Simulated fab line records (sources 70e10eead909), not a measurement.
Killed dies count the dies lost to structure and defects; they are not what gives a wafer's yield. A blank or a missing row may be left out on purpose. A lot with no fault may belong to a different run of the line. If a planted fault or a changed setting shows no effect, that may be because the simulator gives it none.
Which tool was responsible? -- flow nand harc -- 13 lots with 39 wafers sampled at 5 steps, on a route of 1159 steps

## WHAT EACH GAUGE READ, for each wafer
NHARC_END_SORT_01.
lot,measured,on,killed at array,killed at other,killed at periphery,killed dies,killed open,killed short
L999,day 24 20:20,prober-02,674 675 673,0 0 0,3 2 4,677 677 677,4 2 1,1 3 2
L100,day 25 11:08,prober-02,669 674 673,4 1 3,4 2 1,677 677 677,6 2 5,1 1 4
L116,day 27 02:29,prober-01,25 21 32,0 1 2,13 7 7,38 29 41,7 5 3,3 3 2

## WHICH TOOL RAN EACH LOT (tool, then ch and the chambers of the sampled wafers, then the start)
lot,NHARC_A_CONTACT_ETCH_125,NHARC_A_CONTACT_ETCH_131,NHARC_A_CONTACT_ETCH_133,NHARC_A_CONTACT_STRIP_82
L993,"har cap etch-03 ch 0,1, day 17 01:41","har cap etch-03 ch 0,1, day 17 02:33","har cap etch-03 ch 0,1, day 17 02:52","rie diel-13 ch 1,2, day 17 04:01"
L994,"har cap etch-01 ch 0,1, day 18 08:29","har cap etch-01 ch 0,1, day 18 09:20","har cap etch-01 ch 0,1, day 18 09:38","rie diel-04 ch 1,2,3, day 18 10:44"
L995,"har cap etch-02 ch 0,1, day 18 13:29","har cap etch-02 ch 0,1, day 18 14:20","har cap etch-02 ch 0,1, day 18 14:37","rie diel-04 ch 0,2,3, day 18 15:47"
L996,"har cap etch-02 ch 0,1, day 18 19:28","har cap etch-02 ch 0,1, day 18 20:19","har cap etch-02 ch 0,1, day 18 20:37","rie diel-11 ch 0,3, day 18 21:45"
L998,"har cap etch-03 ch 0,1, day 19 01:14","har cap etch-03 ch 0,1, day 19 02:05","har cap etch-03 ch 0,1, day 19 02:25","rie diel-04 ch 2,3, day 19 03:28"
L999,"har cap etch-03 ch 0,1, day 21 18:13","har cap etch-03 ch 0,1, day 21 19:04","har cap etch-03 ch 0,1, day 21 19:20","rie diel-04 ch 0,2, day 21 20:38"
L100,"har cap etch-02 ch 0,1, day 22 03:18","har cap etch-02 ch 0,1, day 22 04:09","har cap etch-02 ch 0,1, day 22 04:28","rie diel-13 ch 0,1,3, day 22 05:37"
L111,"har cap etch-03 ch 0,1, day 22 17:36","har cap etch-03 ch 0,1, day 22 18:27","har cap etch-03 ch 0,1, day 22 18:46","rie diel-04 ch 0,1, day 22 20:34"
L113,"har cap etch-02 ch 0,1, day 23 18:41","har cap etch-02 ch 0,1, day 23 19:32","har cap etch-02 ch 0,1, day 23 19:49","rie diel-04 ch 0,1, day 23 21:24"
L112,"har cap etch-01 ch 0,1, day 23 20:37","har cap etch-01 ch 0,1, day 23 21:45","har cap etch-01 ch 0,1, day 23 22:08","rie diel-04 ch 0,1,3, day 24 00:09"
L116,"har cap etch-01 ch 0,1, day 23 22:50","har cap etch-01 ch 0,1, day 23 23:57","har cap etch-01 ch 0,1, day 24 00:23","rie diel-04 ch 0,1,2, day 24 01:37"
L115,"har cap etch-02 ch 0,1, day 24 00:17","har cap etch-02 ch 0,1, day 24 01:08","har cap etch-02 ch 0,1, day 24 01:25","rie diel-04 ch 0,2,3, day 24 02:43"
L114,"har cap etch-02 ch 0,1, day 24 09:40","har cap etch-02 ch 0,1, day 24 10:31","har cap etch-02 ch 0,1, day 24 10:48","rie diel-04 ch 1,2, day 24 11:59"
- NHARC_A_CONTACT_ETCH_125: etches the open film in C4F8/O2/Ar, time 155 s, target depth 956 nm.
- NHARC_A_CONTACT_ETCH_131: etches the open film in C4F8/O2/Ar, time 155 s, target depth 956 nm.
- NHARC_A_CONTACT_ETCH_133: etches the open film in C4F8/O2/Ar, time 195 s, target depth 840 nm.
- NHARC_A_CONTACT_STRIP_82: strips in O2.

## AS READ BY THE TOOLS THEMSELVES (means over the sampled wafers that have a number; for cases with no such wafer, the mark the record gives instead)
NHARC_A_CONTACT_STRIP_82.
lot,tool,chamber pressure mTorr (mTorr),drypump motor current A (A),mfc ar sccm (sccm),o2 flow sccm (sccm),oes product au (a.u.),rf vpp V (V),showerhead plenum p Torr (Torr),throttle valve pct (%)
L993,rie diel-13,60.01,5.6,0.009,499.7,1.011,58.3,3.35,17.042
L994,rie diel-04,59.96,5.5,0.013,499.1,0.995,56.6,3.51,17.030
L995,rie diel-04,60.02,5.4,0.017,501.1,0.992,57.4,3.44,17.036
L996,rie diel-11,60.03,5.6,0.000,497.9,1.013,58.1,3.34,17.037
L998,rie diel-04,59.99,5.4,0.014,501.1,1.011,58.4,3.49,17.037
L999,rie diel-04,-,-,-,-,-,-,-,-
L100,rie diel-13,-,-,-,-,-,-,-,-
L111,rie diel-04,60.05,5.7,0.023,501.4,0.996,57.8,3.37,17.043
L113,rie diel-04,60.04,5.8,0.020,498.0,0.998,58.0,3.43,17.031
L112,rie diel-04,60.07,5.5,0.016,499.8,0.999,57.9,3.44,17.028
L116,rie diel-04,60.00,5.7,0.021,500.0,0.997,58.3,3.42,17.036
L115,rie diel-04,60.01,5.4,0.017,501.1,0.996,57.5,3.43,17.044
L114,rie diel-04,60.02,5.7,0.018,499.8,0.994,58.0,3.47,17.040

## THE ANSWER, worked out from the rows above alone
Rule: the usual values come from the lots themselves. Put in order of their means at a reading, lots are off if they are a third of the lots or fewer, leave a main group of 4 or more, and stand apart from it by a gap of 3 or more times the standard deviation of the main group's means; of several such gaps the widest counts. If all means in a main group match to the digits the tables above print for the reading, that group is not used. Also off: a lot with no number at a reading for which 4 or more lots have one. All remaining lots with rows at the step are treated as sound. First the gauges in route order, then the tools' own readings, where a lot's mean is used as printed above. At the first step where some lot is off, the reading lying furthest off is the one used; lots without a number count as furthest.
Off at NHARC_A_CONTACT_STRIP_82 (chamber pressure mTorr): L999, L100. Without a number there: L999, L100. Mean 60.02 mTorr and standard deviation 0.029 in the main group.
A tool fits if, at that step or a process step before it, it ran every lot that is off, and no sound lot after the first of them. None of those tried fits.

## WHAT THE SIMULATOR HAD PUT IN
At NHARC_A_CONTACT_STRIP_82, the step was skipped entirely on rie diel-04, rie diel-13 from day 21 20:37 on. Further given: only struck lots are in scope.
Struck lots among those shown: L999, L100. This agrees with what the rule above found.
